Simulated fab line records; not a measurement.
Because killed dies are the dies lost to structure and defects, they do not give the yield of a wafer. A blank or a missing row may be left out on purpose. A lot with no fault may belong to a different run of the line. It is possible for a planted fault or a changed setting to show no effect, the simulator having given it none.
Which of the tools did it? :: flow n5_finfet :: 10 lots, 28 wafers sampled, at 5 steps of a route of 1938

WHAT THE GAUGES SHOWED, per wafer
N5_BEOL_M4_RC_MEAS_101.
lot: L113
measured: day 13 19:13
on: prober-01
DIBL_N (mV/V): 34.5 36.8 37.0

lot: L117
measured: day 12 00:50
on: prober-02
DIBL_N (mV/V): 34.7 35.7 35.7

lot: L118
measured: day 12 05:21
on: prober-01
DIBL_N (mV/V): 36.9 35.5 36.7

lot: L120
measured: day 12 18:04
on: prober-02
DIBL_N (mV/V): 35.3 37.6 35.9

lot: L121
measured: day 13 03:38
on: prober-02
DIBL_N (mV/V): 38.4 36.0 37.1

lot: L124
measured: day 13 08:44
on: prober-02
DIBL_N (mV/V): 33.4 36.1 36.1

lot: L127
measured: day 14 04:01
on: prober-01
DIBL_N (mV/V): 35.8 34.4 33.4

lot: L128
measured: day 14 18:20
on: prober-01
DIBL_N (mV/V): 34.8 32.6 35.5

lot: L130
measured: day 15 03:50
on: prober-01
DIBL_N (mV/V): 37.6 36.6

lot: L131
measured: day 15 06:22
on: prober-01
DIBL_N (mV/V): 35.8 36.0

WHICH TOOL RAN EACH LOT (tool, then ch and the chambers of the sampled wafers, then the start)
lot: L113
N5_HKMG_FIN_ALD_71: ald_metal-02 ch 0,1,3, day 4 20:49
N5_HKMG_FIN_ETCHBACK_68: rie_metal-01 ch 0,1, day 4 21:25
N5_HKMG_FIN_ALD_72: cvd_w-02 ch 0,1, day 4 22:17
N5_HKMG_FIN_W_FILL_22: cvd_w-02 ch 0,1, day 4 22:20

lot: L117
N5_HKMG_FIN_ALD_71: ald_metal-04 ch 0,1,2, day 5 19:27
N5_HKMG_FIN_ETCHBACK_68: rie_metal-01 ch 0, day 5 20:01
N5_HKMG_FIN_ALD_72: cvd_w-01 ch 0,1, day 5 21:03
N5_HKMG_FIN_W_FILL_22: cvd_w-01 ch 0,1, day 5 21:07

lot: L118
N5_HKMG_FIN_ALD_71: ald_metal-04 ch 0,3, day 6 00:29
N5_HKMG_FIN_ETCHBACK_68: rie_metal-01 ch 0,1, day 6 01:18
N5_HKMG_FIN_ALD_72: cvd_w-02 ch 0,1, day 6 02:11
N5_HKMG_FIN_W_FILL_22: cvd_w-02 ch 0,1, day 6 02:15

lot: L120
N5_HKMG_FIN_ALD_71: ald_metal-01 ch 2,3, day 6 09:06
N5_HKMG_FIN_ETCHBACK_68: rie_metal-03 ch 0,1, day 6 09:40
N5_HKMG_FIN_ALD_72: cvd_w-02 ch 0,1, day 6 10:33
N5_HKMG_FIN_W_FILL_22: cvd_w-02 ch 0,1, day 6 10:37

lot: L121
N5_HKMG_FIN_ALD_71: ald_metal-02 ch 1,2,3, day 6 15:42
N5_HKMG_FIN_ETCHBACK_68: rie_metal-03 ch 0,1, day 6 16:16
N5_HKMG_FIN_ALD_72: cvd_w-01 ch 0,1, day 6 17:08
N5_HKMG_FIN_W_FILL_22: cvd_w-01 ch 0,1, day 6 17:13

lot: L124
N5_HKMG_FIN_ALD_71: ald_metal-01 ch 0,2, day 7 11:54
N5_HKMG_FIN_ETCHBACK_68: rie_metal-03 ch 0,1, day 7 12:29
N5_HKMG_FIN_ALD_72: cvd_w-01 ch 0,1, day 7 13:22
N5_HKMG_FIN_W_FILL_22: cvd_w-01 ch 0,1, day 7 13:25

lot: L127
N5_HKMG_FIN_ALD_71: ald_metal-04 ch 0,1,3, day 8 06:57
N5_HKMG_FIN_ETCHBACK_68: rie_metal-03 ch 0,1, day 8 07:31
N5_HKMG_FIN_ALD_72: cvd_w-01 ch 0,1, day 8 08:24
N5_HKMG_FIN_W_FILL_22: cvd_w-01 ch 0,1, day 8 08:28

lot: L128
N5_HKMG_FIN_ALD_71: ald_metal-01 ch 1,2,3, day 8 10:43
N5_HKMG_FIN_ETCHBACK_68: rie_metal-02 ch 0,1, day 8 11:21
N5_HKMG_FIN_ALD_72: cvd_w-01 ch 0,1, day 8 12:14
N5_HKMG_FIN_W_FILL_22: cvd_w-01 ch 0,1, day 8 12:18

lot: L130
N5_HKMG_FIN_ALD_71: ald_metal-01 ch 0,3, day 9 03:56
N5_HKMG_FIN_ETCHBACK_68: rie_metal-03 ch 0,1, day 9 04:30
N5_HKMG_FIN_ALD_72: cvd_w-01 ch 0,1, day 9 05:23
N5_HKMG_FIN_W_FILL_22: cvd_w-01 ch 0,1, day 9 05:27

lot: L131
N5_HKMG_FIN_ALD_71: ald_metal-02 ch 0,2, day 9 07:15
N5_HKMG_FIN_ETCHBACK_68: rie_metal-02 ch 0,1, day 9 07:49
N5_HKMG_FIN_ALD_72: cvd_w-01 ch 0,1, day 9 08:41
N5_HKMG_FIN_W_FILL_22: cvd_w-01 ch 0,1, day 9 08:45
- N5_HKMG_FIN_ALD_71: deposits TiN, target thk 1 nm, pulse time 1 s, purge time 3 s.
- N5_HKMG_FIN_ETCHBACK_68: etches the open film in Cl2/Ar, stops on HfO2, target depth 0.5 nm.
- N5_HKMG_FIN_ALD_72: deposits W, target thk 2 nm, pulse time 1 s, purge time 2 s.
- N5_HKMG_FIN_W_FILL_22: material W, target thk 60 nm, time 18.2 s.

THE ANSWER, worked out from the rows above alone
Rule: the lots themselves supply what counts as usual. The widest of any qualifying gaps counts: lots, ordered by their means at a reading, are off when they make up no more than a third of the lots, leave a main group of 4 or more, and stand apart from it by 3 or more times the standard deviation of that group's means. A main group is skipped when, at the precision printed for the reading in the tables above, its means are all equal. A lot without any number at a reading at which 4 lots or more have one is off too. Where the step has rows for the other lots, those lots are counted as sound.
No lot is off on any of the readings shown, so nothing can be concluded from this.

WHAT HAD BEEN PUT IN BY THE SIMULATOR
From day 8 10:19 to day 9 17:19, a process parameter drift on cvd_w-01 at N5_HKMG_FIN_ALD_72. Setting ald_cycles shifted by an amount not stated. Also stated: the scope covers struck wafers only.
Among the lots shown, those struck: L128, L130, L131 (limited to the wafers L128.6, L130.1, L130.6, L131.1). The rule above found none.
